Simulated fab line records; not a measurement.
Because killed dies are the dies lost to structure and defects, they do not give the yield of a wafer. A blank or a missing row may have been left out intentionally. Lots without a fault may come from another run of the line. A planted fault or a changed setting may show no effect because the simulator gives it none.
fab line records	flow n5_finfet
[record] lots = 24	wafers = 72	last_day = 18
route steps=1938 shown BEOL_M1@835 BEOL_M2@842
lots untouched by any fault: they come from a run of this same line in which no faults occurred
start_h: start of the lot's first displayed wafer, in hours after the record's first day	wait_h: how many hours have passed since the lot's step before this one	" as in the row above	L1.1+2: a row that stands for several wafers	- no value, or no start given	* or withheld: withheld	< > ~ a bound
route shown NAME@n: NAME is a module with steps in the file, n the number in the route of the first one	usual: the fault-free wafers' mean and standard deviation	same: alike in all rows	chamber/n: place in a boat	sites: per-site readings	_std_site: the standard deviation of these	_edge_site: mean of outer sites minus mean of inner sites	radius_mm: for every site, how far away it sits from the centre of the wafer	mask NAME#n: copy n	behind: the last tool/chamber to shape the wafer	hold: cause of the lot's hold/its duration in hours/its outcome	device: names the non-switching transistor (n, p or np)	end of line: the route-end tests of the same wafers	a step with no rows: only its recipe	killed: at the first sort, the dies lost to defects and structure; wafer yield is something else	map: a wafer's dies, x killed, . not, _ none there
set.NAME: the setting that was run; set.NAME@STEP: the one run at that earlier step	model.NAME: the simulator's own value behind a step, which no gauge read
one table for each step of the route and one row for each wafer, over a sample of lots
services: when a tool's chamber went out of use (start_h, in hours from the record's first day, below 0 if earlier), for how many hours, and the reason
[[steps]]
[step N5_BEOL_M1_PRE_CLEAN_60]
[recipe] gas = NH3/H2	time_s = 15	temp_c = *	rf_power_w = 300
[usual] heater_power_w = 86/16
lot.wafer	tool	chamber	start_h	wait_h	heater_power_w
L074.2	cvd_co-02	0	130.87	0.0	100
L074.4	"	2	"	"	85
L074.6	"	0	"	"	103
L075.1	cvd_co-01	2	141.65	0.0	77
L075.4	"	0	"	"	61
L075.6	"	2	"	"	77
L076.3	cvd_co-01	2	145.11	0.0	76
L076.5	"	0	"	"	63
L076.6	"	2	"	"	77
L077.2	cvd_co-02	2	150.59	0.1	87
L077.4	"	2	"	"	83
L077.5	"	0	"	"	102
L078.1	cvd_co-02	2	153.27	0.0	86
L078.3	"	0	"	"	102
L078.4	"	2	"	"	86
L079.1	cvd_co-02	1	162.00	0.0	108
L079.3	"	0	"	"	102
L079.4	"	0	"	"	102
L080.2	cvd_co-01	2	163.73	0.0	79
L080.3	"	0	"	"	61
L080.6	"	2	"	"	76
L082.4	cvd_co-01	2	182.11	0.1	76
L082.5	"	1	"	"	75
L082.6	"	0	"	"	62
L081.3	cvd_co-01	0	182.34	0.0	62
L081.5	"	1	"	"	76
L081.6	"	0	"	"	61
L083.4	cvd_co-01	1	194.38	0.1	77
L083.5	"	0	"	"	62
L083.6	"	1	"	"	77
L085.2	cvd_co-02	1	195.96	0.0	106
L085.3	"	0	"	"	102
L085.5	"	0	"	"	101
L084.3	cvd_co-02	2	196.42	0.0	83
L084.4	"	2	"	"	86
L084.5	"	1	"	"	107
L086.1	cvd_co-02	2	208.33	0.0	85
L086.3	"	0	"	"	105
L086.5	"	2	"	"	86
L088.2	cvd_co-02	2	211.35	0.0	86
L088.4	"	0	"	"	102
L088.5	"	2	"	"	85
L087.1	cvd_co-02	2	214.83	0.0	86
L087.3	"	1	"	"	107
L087.6	"	1	"	"	110
L089.4	cvd_co-01	0	220.78	0.1	62
L089.5	"	2	"	"	78
L089.6	"	1	"	"	77
L090.1	cvd_co-02	2	232.10	0.0	85
L090.3	"	1	"	"	108
L090.5	"	1	"	"	103
L091.3	cvd_co-02	2	239.51	0.0	85
L091.5	"	2	"	"	88
L091.6	"	0	"	"	103
L092.2	cvd_co-01	2	241.89	0.0	77
L092.3	"	1	"	"	80
L092.6	"	1	"	"	79
L093.2	cvd_co-01	0	244.81	0.0	62
L093.3	"	1	"	"	79
L093.5	"	1	"	"	78
L094.1	cvd_co-01	2	255.91	0.0	77
L094.5	"	2	"	"	78
L094.6	"	1	"	"	76
L095.1	cvd_co-01	0	266.83	0.0	63
L095.4	"	1	"	"	77
L095.5	"	0	"	"	64
L096.1	cvd_co-02	0	271.46	0.0	105
L096.2	"	1	"	"	106
L096.5	"	2	"	"	84
L097.2	cvd_co-02	0	271.69	0.0	104
L097.3	"	1	"	"	109
L097.5	"	1	"	"	106
[step N5_BEOL_M2_THK_MEAS_01]
[recipe] reads = SiOC_of_BEOL_M2_ILD_DEP_00
[usual] M2_ILD_THK = 78.6/1.1
lot.wafer	tool	chamber	start_h	wait_h	M2_ILD_THK[nm]
L074.2	film_metro-01	-	131.22	0.1	79.0
L074.4	"	-	"	"	78.5
L074.6	"	-	"	"	79.1
L075.1	film_metro-02	-	142.02	0.0	76.4
L075.4	"	-	"	"	76.9
L075.6	"	-	"	"	76.9
L076.3	film_metro-02	-	145.46	0.1	76.3
L076.5	"	-	"	"	78.3
L076.6	"	-	"	"	78.2
L077.2	film_metro-02	-	150.95	0.1	77.5
L077.4	"	-	"	"	78.3
L077.5	"	-	"	"	78.9
L078.1	film_metro-01	-	153.62	0.0	78.4
L078.3	"	-	"	"	78.7
L078.4	"	-	"	"	79.8
L079.1	film_metro-01	-	162.36	0.0	78.5
L079.3	"	-	"	"	78.6
L079.4	"	-	"	"	80.8
L080.2	film_metro-02	-	164.11	0.1	77.5
L080.3	"	-	"	"	78.3
L080.6	"	-	"	"	79.0
L082.4	film_metro-02	-	182.45	0.0	79.4
L082.5	"	-	"	"	79.2
L082.6	"	-	"	"	78.5
L081.3	film_metro-02	-	182.69	0.1	78.3
L081.5	"	-	"	"	80.5
L081.6	"	-	"	"	79.9
L083.4	film_metro-02	-	194.77	0.0	77.9
L083.5	"	-	"	"	78.8
L083.6	"	-	"	"	78.4
L085.2	film_metro-01	-	196.31	0.1	78.1
L085.3	"	-	"	"	78.1
L085.5	"	-	"	"	77.5
L084.3	film_metro-01	-	196.78	0.1	76.4
L084.4	"	-	"	"	77.8
L084.5	"	-	"	"	78.9
L086.1	film_metro-01	-	208.70	0.1	76.5
L086.3	"	-	"	"	77.5
L086.5	"	-	"	"	77.1
L088.2	film_metro-02	-	211.73	0.1	78.2
L088.4	"	-	"	"	78.5
L088.5	"	-	"	"	78.8
L087.1	film_metro-02	-	215.19	0.1	77.6
L087.3	"	-	"	"	78.4
L087.6	"	-	"	"	79.2
L089.4	film_metro-02	-	221.16	0.1	78.7
L089.5	"	-	"	"	79.3
L089.6	"	-	"	"	79.6
L090.1	film_metro-01	-	232.45	0.0	78.7
L090.3	"	-	"	"	77.5
L090.5	"	-	"	"	79.5
L091.3	film_metro-02	-	239.86	0.1	78.4
L091.5	"	-	"	"	79.3
L091.6	"	-	"	"	79.5
L092.2	film_metro-01	-	242.24	0.1	78.8
L092.3	"	-	"	"	79.2
L092.6	"	-	"	"	79.1
L093.2	film_metro-02	-	245.17	0.1	78.6
L093.3	"	-	"	"	77.9
L093.5	"	-	"	"	79.5
L094.1	film_metro-02	-	256.27	0.0	78.7
L094.5	"	-	"	"	79.7
L094.6	"	-	"	"	79.9
L095.1	film_metro-01	-	267.20	0.1	78.6
L095.4	"	-	"	"	80.8
L095.5	"	-	"	"	79.7
L096.1	film_metro-01	-	271.81	0.0	77.8
L096.2	"	-	"	"	77.6
L096.5	"	-	"	"	78.9
L097.2	film_metro-01	-	272.07	0.1	76.6
L097.3	"	-	"	"	77.3
L097.5	"	-	"	"	77.7
[step N5_BEOL_M2_DESCUM_16]
[recipe] chemistry = O2	time_s = 7	source_power_w = 50	bias_power_w = 20	pressure_mtorr = 20	rf_frequency_hz = 2.712e+07	temp_c = 40	resist = CAR-EUV	o2_flow_sccm = 225
[usual] drypump_motor_current_A = 5.6/0.59	oes_product_au = 0.78/0.09	rf_vpp_V = 242.7/1.5	showerhead_plenum_p_Torr = 2.06/0.067	temp_c = 39.99/0.13	throttle_valve_pct = 20.41/0.27
lot.wafer	tool	chamber	start_h	wait_h	drypump_motor_current_A	oes_product_au	rf_hours_counter_h	rf_vpp_V	showerhead_plenum_p_Torr	temp_c	throttle_valve_pct
L074.2	rie_diel-06	3	132.13	0.0	5.5	0.70	200	240.9	1.98	39.76	20.50
L074.4	"	0	"	"	5.6	0.79	148	241.8	2.09	39.91	20.36
L074.6	"	2	"	"	6.6	0.69	-	241.5	1.98	39.92	20.35
L075.1	rie_diel-06	1	142.99	0.1	4.9	0.78	139	241.9	2.02	40.03	20.81
L075.4	"	0	"	"	5.6	0.78	151	243.6	2.09	39.79	20.39
L075.6	"	0	"	"	5.6	0.77	-	243.2	2.09	40.02	20.38
L076.3	rie_diel-01	2	147.23	0.0	6.4	0.86	54	243.6	2.13	39.80	19.95
L076.5	"	1	"	"	5.1	0.75	-	243.8	2.07	40.00	20.25
L076.6	"	0	"	"	4.9	0.82	-	242.4	2.04	39.73	20.59
L077.2	rie_diel-06	1	153.63	0.6	4.9	0.77	143	241.1	2.02	40.11	20.81
L077.4	"	3	"	"	5.5	0.70	210	242.1	1.97	40.02	20.50
L077.5	"	3	"	"	5.4	0.70	-	240.2	1.97	40.12	20.51
L078.1	rie_diel-01	1	155.58	0.7	5.1	0.74	154	243.8	2.07	40.15	20.26
L078.3	"	2	"	"	6.4	0.85	59	243.6	2.13	39.90	19.94
L078.4	"	0	"	"	4.9	0.82	99	241.7	2.04	39.95	20.61
L079.1	rie_diel-01	3	164.29	0.5	5.2	0.67	245	243.0	2.05	39.80	20.48
L079.3	"	2	"	"	6.5	0.85	63	244.2	2.13	40.00	19.96
L079.4	"	2	"	"	6.5	0.84	-	243.4	2.13	40.09	19.97
L080.2	rie_diel-06	3	164.81	0.1	5.5	0.69	215	243.3	1.97	40.13	20.52
L080.3	"	1	"	"	4.9	0.76	148	240.5	2.02	40.07	20.83
L080.6	"	0	"	"	5.6	0.77	-	242.2	2.09	39.99	20.38
L082.4	rie_diel-01	1	183.07	0.0	5.1	0.73	-	242.4	2.07	40.21	20.27
L082.5	"	2	"	"	6.4	0.83	-	243.4	2.12	40.06	19.96
L082.6	"	0	"	"	4.9	0.80	-	242.4	2.03	39.91	20.61
L081.3	rie_diel-05	3	183.42	0.0	6.1	0.71	201	244.0	2.14	39.87	20.65
L081.5	"	3	"	"	6.1	0.71	-	245.1	2.14	39.94	20.66
L081.6	"	2	"	"	5.5	0.66	-	244.3	2.15	40.16	20.26
L083.4	rie_diel-06	1	196.04	0.0	4.8	0.77	-	241.9	2.02	40.03	20.85
L083.5	"	3	"	"	5.4	0.68	-	239.9	1.97	39.96	20.52
L083.6	"	0	"	"	5.6	0.77	-	243.4	2.09	40.11	20.41
L085.2	rie_diel-01	0	198.89	0.0	4.9	0.80	117	243.2	2.03	40.11	20.62
L085.3	"	2	"	"	6.4	0.83	75	243.3	2.12	40.08	19.97
L085.5	"	2	"	"	6.4	0.82	-	244.4	2.12	40.01	19.97
L084.3	rie_diel-06	0	199.19	0.0	5.6	0.76	174	242.8	2.08	40.15	20.39
L084.4	"	3	"	"	5.4	0.68	-	241.4	1.97	40.11	20.54
L084.5	"	0	"	"	5.6	0.76	-	243.1	2.08	39.95	20.41
L086.1	rie_diel-06	3	211.46	0.1	5.5	0.67	234	241.6	1.97	39.89	20.55
L086.3	"	0	"	"	5.6	0.75	180	243.0	2.08	40.11	20.41
L086.5	"	3	"	"	5.5	0.68	-	240.9	1.97	39.80	20.53
L088.2	rie_diel-05	0	212.68	0.0	6.1	0.87	53	242.7	2.05	39.95	20.15
L088.4	"	3	"	"	6.1	0.70	-	245.2	2.14	40.14	20.68
L088.5	"	0	"	"	6.1	0.87	-	241.4	2.05	40.08	20.15
L087.1	rie_diel-01	2	218.08	0.1	6.4	0.82	82	242.2	2.12	39.90	19.98
L087.3	"	0	"	"	4.9	0.79	123	241.5	2.03	39.49	20.63
L087.6	"	1	"	"	5.1	0.72	-	243.8	2.06	39.76	20.30
L089.4	rie_diel-01	1	223.54	0.0	5.0	0.73	177	243.9	2.06	40.12	20.31
L089.5	"	1	"	"	5.1	0.73	-	243.7	2.06	39.99	20.32
L089.6	"	2	"	"	6.4	0.82	-	243.4	2.12	40.13	19.99
L090.1	rie_diel-01	3	233.61	0.1	5.2	0.95	11	243.2	2.05	39.87	20.14
L090.3	"	1	"	"	5.1	0.73	181	245.1	2.06	40.13	20.30
L090.5	"	0	"	"	4.9	0.80	-	242.3	2.03	39.99	20.63
L091.3	rie_diel-01	0	243.13	1.0	4.9	0.79	131	242.0	2.03	39.88	20.64
L091.5	"	3	"	"	5.2	0.94	-	242.9	2.04	39.97	20.15
L091.6	"	2	"	"	6.4	0.81	-	243.1	2.12	40.03	20.01
L092.2	rie_diel-06	1	244.22	0.7	4.8	0.74	180	240.7	2.01	40.04	20.87
L092.3	"	2	"	"	6.7	0.97	15	244.8	2.23	39.96	20.09
L092.6	"	1	"	"	4.9	0.74	-	241.1	2.01	40.07	20.87
L093.2	rie_diel-06	3	246.94	0.1	5.4	0.68	249	240.9	1.96	40.03	20.58
L093.3	"	1	"	"	4.9	0.73	182	242.4	2.01	40.11	20.88
L093.5	"	3	"	"	5.5	0.66	-	241.2	1.96	39.93	20.57
L094.1	rie_diel-05	3	261.18	0.0	6.1	0.70	232	242.9	2.13	39.88	20.70
L094.5	"	3	"	"	6.0	0.70	-	243.7	2.13	39.83	20.72
L094.6	"	2	"	"	5.5	0.93	-	243.8	2.14	39.97	20.05
L095.1	rie_diel-05	1	268.61	0.0	5.8	0.96	9	240.8	2.05	40.00	20.15
L095.4	"	0	"	"	6.1	0.84	68	241.7	2.04	39.95	20.17
L095.5	"	3	"	"	6.1	0.69	-	243.8	2.13	39.99	20.70
L096.1	rie_diel-06	3	273.20	0.0	5.5	0.95	1	245.2	2.22	40.01	20.35
L096.2	"	1	"	"	4.9	0.73	193	241.1	2.00	39.86	20.89
L096.5	"	3	"	"	5.5	0.95	-	245.8	2.22	39.99	20.35
L097.2	rie_diel-06	0	273.50	0.0	5.6	0.74	193	244.6	2.08	39.92	20.44
L097.3	"	3	"	"	5.4	0.96	1	245.4	2.22	40.07	20.34
L097.5	"	1	"	"	4.8	0.73	-	241.7	2.00	39.84	20.90
[step N5_BEOL_M2_DEGAS_44]
[recipe] ambient = vacuum	temp_c = 250	time_s = 60
[usual] heater_power_w = 343/27
lot.wafer	tool	chamber	start_h	wait_h	heater_power_w
L074.2	pvd_sputter-03	-	134.21	0.2	368
L074.4	"	-	"	"	335
L074.6	"	-	"	"	334
L075.1	pvd_sputter-01	-	147.02	0.3	361
L075.4	"	-	"	"	352
L075.6	"	-	"	"	359
L076.3	pvd_sputter-03	-	155.42	0.6	337
L076.5	"	-	"	"	323
L076.6	"	-	"	"	339
L077.2	pvd_sputter-03	-	174.57	0.1	368
L077.4	"	-	"	"	330
L077.5	"	-	"	"	368
L078.1	pvd_sputter-01	-	175.05	0.1	362
L078.3	"	-	"	"	293
L078.4	"	-	"	"	362
L079.1	pvd_sputter-01	-	184.53	0.0	322
L079.3	"	-	"	"	358
L079.4	"	-	"	"	351
L080.2	pvd_sputter-03	-	184.94	0.1	320
L080.3	"	-	"	"	332
L080.6	"	-	"	"	329
L082.4	pvd_sputter-02	-	187.74	0.1	360
L082.5	"	-	"	"	360
L082.6	"	-	"	"	352
L081.3	pvd_sputter-02	-	190.86	0.5	365
L081.5	"	-	"	"	308
L081.6	"	-	"	"	409
L085.2	pvd_sputter-02	-	204.49	0.1	351
L085.3	"	-	"	"	399
L085.5	"	-	"	"	348
L083.4	pvd_sputter-01	-	205.10	0.2	366
L083.5	"	-	"	"	361
L083.6	"	-	"	"	360
L084.3	pvd_sputter-03	-	207.96	0.1	324
L084.4	"	-	"	"	345
L084.5	"	-	"	"	322
L086.1	pvd_sputter-01	-	214.72	0.0	360
L086.3	"	-	"	"	317
L086.5	"	-	"	"	372
L088.2	pvd_sputter-02	-	217.25	2.1	387
L088.4	"	-	"	"	343
L088.5	"	-	"	"	308
L087.1	pvd_sputter-01	-	219.96	0.2	350
L087.3	"	-	"	"	357
L087.6	"	-	"	"	360
L089.4	pvd_sputter-01	-	228.50	0.6	362
L089.5	"	-	"	"	367
L089.6	"	-	"	"	355
L090.1	pvd_sputter-01	-	243.55	0.3	315
L090.3	"	-	"	"	357
L090.5	"	-	"	"	295
L091.3	pvd_sputter-03	-	246.93	0.4	375
L091.5	"	-	"	"	368
L091.6	"	-	"	"	344
L093.2	pvd_sputter-02	-	251.04	0.2	338
L093.3	"	-	"	"	300
L093.5	"	-	"	"	405
L092.2	pvd_sputter-01	-	260.99	0.2	299
L092.3	"	-	"	"	363
L092.6	"	-	"	"	356
L094.1	pvd_sputter-03	-	264.18	0.2	327
L094.5	"	-	"	"	343
L094.6	"	-	"	"	324
L095.1	pvd_sputter-02	-	276.05	0.3	308
L095.4	"	-	"	"	365
L095.5	"	-	"	"	360
L096.1	pvd_sputter-02	-	276.81	0.2	383
L096.2	"	-	"	"	341
L096.5	"	-	"	"	367
L097.2	pvd_sputter-02	-	279.97	0.8	303
L097.3	"	-	"	"	388
L097.5	"	-	"	"	338
[step N5_BEOL_M2_SPUTTER_48]
[recipe] material = Cu	target_thk_a = 45	temp_c = -20	chamber_pressure_pa = 0.07	power_w = withheld	time_s = 8.29
[usual] throttle_valve_pct = 30.2/0.96
lot.wafer	tool	chamber	start_h	wait_h	throttle_valve_pct
L074.2	pvd_sputter-02	-	135.71	0.3	28.8
L074.4	"	-	"	"	28.3
L074.6	"	-	"	"	30.4
L075.1	pvd_sputter-02	-	147.66	0.1	30.7
L075.4	"	-	"	"	30.9
L075.6	"	-	"	"	30.4
L076.3	pvd_sputter-02	-	156.10	0.1	30.7
L076.5	"	-	"	"	30.9
L076.6	"	-	"	"	30.7
L077.2	pvd_sputter-01	-	175.13	0.1	31.0
L077.4	"	-	"	"	32.1
L077.5	"	-	"	"	29.7
L078.1	pvd_sputter-01	-	176.97	1.1	30.8
L078.3	"	-	"	"	32.1
L078.4	"	-	"	"	29.7
L079.1	pvd_sputter-01	-	185.12	0.1	29.6
L079.3	"	-	"	"	30.8
L079.4	"	-	"	"	31.9
L080.2	pvd_sputter-03	-	187.20	0.2	31.0
L080.3	"	-	"	"	29.6
L080.6	"	-	"	"	30.0
L082.4	pvd_sputter-03	-	189.04	0.4	30.2
L082.5	"	-	"	"	29.5
L082.6	"	-	"	"	30.4
L081.3	pvd_sputter-03	-	191.48	0.1	30.1
L081.5	"	-	"	"	30.0
L081.6	"	-	"	"	30.4
L085.2	pvd_sputter-02	-	205.63	0.2	31.0
L085.3	"	-	"	"	28.1
L085.5	"	-	"	"	28.9
L083.4	pvd_sputter-01	-	207.68	0.0	32.0
L083.5	"	-	"	"	30.8
L083.6	"	-	"	"	32.2
L084.3	pvd_sputter-03	-	208.54	0.1	30.3
L084.4	"	-	"	"	30.2
L084.5	"	-	"	"	30.1
L086.1	pvd_sputter-01	-	216.98	1.5	31.9
L086.3	"	-	"	"	29.4
L086.5	"	-	"	"	29.6
L088.2	pvd_sputter-02	-	217.91	0.1	30.6
L088.4	"	-	"	"	27.8
L088.5	"	-	"	"	30.6
L087.1	pvd_sputter-01	-	220.65	0.2	29.7
L087.3	"	-	"	"	29.8
L087.6	"	-	"	"	29.6
L089.4	pvd_sputter-02	-	229.25	0.1	27.7
L089.5	"	-	"	"	30.6
L089.6	"	-	"	"	28.1
L090.1	pvd_sputter-01	-	244.17	0.1	32.0
L090.3	"	-	"	"	29.9
L090.5	"	-	"	"	32.1
L091.3	pvd_sputter-01	-	249.05	1.6	30.7
L091.5	"	-	"	"	29.7
L091.6	"	-	"	"	30.9
L093.2	pvd_sputter-01	-	251.99	0.4	29.8
L093.3	"	-	"	"	30.0
L093.5	"	-	"	"	29.8
L092.2	pvd_sputter-01	-	261.66	0.1	29.7
L092.3	"	-	"	"	30.8
L092.6	"	-	"	"	30.9
L094.1	pvd_sputter-03	-	264.85	0.2	30.8
L094.5	"	-	"	"	30.1
L094.6	"	-	"	"	30.2
L095.1	pvd_sputter-03	-	276.78	0.1	30.1
L095.4	"	-	"	"	30.6
L095.5	"	-	"	"	30.6
L096.1	pvd_sputter-03	-	278.62	0.4	31.0
L096.2	"	-	"	"	30.2
L096.5	"	-	"	"	30.1
L097.2	pvd_sputter-03	-	280.86	0.3	30.0
L097.3	"	-	"	"	30.4
L097.5	"	-	"	"	30.6
[step N5_BEOL_M2_THK_MEAS_53]
[recipe] thk_meas_gauge = xrf	reads = Cu_of_BEOL_M2_ECD_50
[usual] M2_THK = 40.0/1.5
lot.wafer	tool	chamber	start_h	wait_h	M2_THK[nm]
L074.2	film_metro-02	-	138.26	-	36.9
L074.4	"	-	"	"	39.3
L074.6	"	-	"	"	42.5
L075.1	film_metro-01	-	150.22	-	40.8
L075.4	"	-	"	"	41.2
L075.6	"	-	"	"	39.6
L076.3	film_metro-01	-	158.65	-	38.2
L076.5	"	-	"	"	40.6
L076.6	"	-	"	"	39.5
L077.2	film_metro-01	-	177.68	-	38.2
L077.4	"	-	"	"	41.9
L077.5	"	-	"	"	41.6
L078.1	film_metro-02	-	179.79	-	37.7
L078.3	"	-	"	"	40.0
L078.4	"	-	"	"	40.6
L079.1	film_metro-02	-	187.67	-	38.7
L079.3	"	-	"	"	38.2
L079.4	"	-	"	"	37.1
L080.2	film_metro-01	-	189.74	-	38.6
L080.3	"	-	"	"	39.0
L080.6	"	-	"	"	40.4
L082.4	film_metro-01	-	191.62	-	38.9
L082.5	"	-	"	"	37.9
L082.6	"	-	"	"	39.5
L081.3	film_metro-02	-	194.05	-	38.7
L081.5	"	-	"	"	40.6
L081.6	"	-	"	"	38.0
L085.2	film_metro-02	-	208.17	-	40.5
L085.3	"	-	"	"	38.8
L085.5	"	-	"	"	38.6
L083.4	film_metro-01	-	210.23	-	40.5
L083.5	"	-	"	"	41.3
L083.6	"	-	"	"	38.7
L084.3	film_metro-01	-	211.09	-	38.3
L084.4	"	-	"	"	37.2
L084.5	"	-	"	"	38.2
L086.1	film_metro-02	-	219.95	-	39.2
L086.3	"	-	"	"	39.0
L086.5	"	-	"	"	39.4
L088.2	film_metro-01	-	220.46	-	40.5
L088.4	"	-	"	"	42.0
L088.5	"	-	"	"	41.5
L087.1	film_metro-02	-	223.19	-	41.1
L087.3	"	-	"	"	42.4
L087.6	"	-	"	"	40.1
L089.4	film_metro-02	-	231.80	-	43.6
L089.5	"	-	"	"	39.7
L089.6	"	-	"	"	42.6
L090.1	film_metro-01	-	246.82	-	38.8
L090.3	"	-	"	"	38.9
L090.5	"	-	"	"	37.4
L091.3	film_metro-01	-	251.60	-	39.4
L091.5	"	-	"	"	40.6
L091.6	"	-	"	"	38.3
L093.2	film_metro-01	-	254.56	0.2	40.3
L093.3	"	-	"	"	39.9
L093.5	"	-	"	"	40.9
L092.2	film_metro-02	-	264.20	-	40.6
L092.3	"	-	"	"	41.6
L092.6	"	-	"	"	42.8
L094.1	film_metro-01	-	267.40	-	38.5
L094.5	"	-	"	"	39.0
L094.6	"	-	"	"	40.8
L095.1	film_metro-01	-	279.32	-	38.8
L095.4	"	-	"	"	41.1
L095.5	"	-	"	"	41.2
L096.1	film_metro-02	-	281.18	-	39.7
L096.2	"	-	"	"	39.6
L096.5	"	-	"	"	39.5
L097.2	film_metro-02	-	283.41	-	41.9
L097.3	"	-	"	"	40.9
L097.5	"	-	"	"	40.6
[[services]]
tool	chamber	start_h	hours	kind
cvd_co-01	1	114.67	-	clean
cvd_co-01	1	114.67	22.0	scheduled_down
cvd_co-01	1	114.67	22.0	vent_cycle
rie_diel-05	-	147.49	16.3	repair
pvd_sputter-02	-	162.27	23.5	repair
rie_diel-01	1	164.18	2.6	repair
rie_diel-01	3	181.79	-	clean
cvd_co-01	2	185.87	17.5	repair
rie_diel-06	2	186.97	-	clean
rie_diel-06	2	186.97	-	consumable_replace:focus_ring
rie_diel-06	2	186.97	-	consumable_replace:showerhead
rie_diel-06	2	186.97	13.7	scheduled_down
rie_diel-06	2	186.97	13.7	vent_cycle
rie_diel-05	-	220.37	0.1	repair
rie_diel-05	-	242.12	2.8	pm
rie_diel-05	0	249.32	13.7	repair
rie_diel-06	3	249.67	-	clean
rie_diel-06	3	249.67	-	consumable_replace:focus_ring
rie_diel-06	3	249.67	-	consumable_replace:showerhead
rie_diel-06	3	249.67	21.2	scheduled_down
rie_diel-06	3	249.67	21.2	vent_cycle
cvd_co-02	-	265.01	0.8	repair
rie_diel-01	1	266.36	5.0	repair
cvd_co-01	0	277.40	5.5	repair
[[key]]
fault none
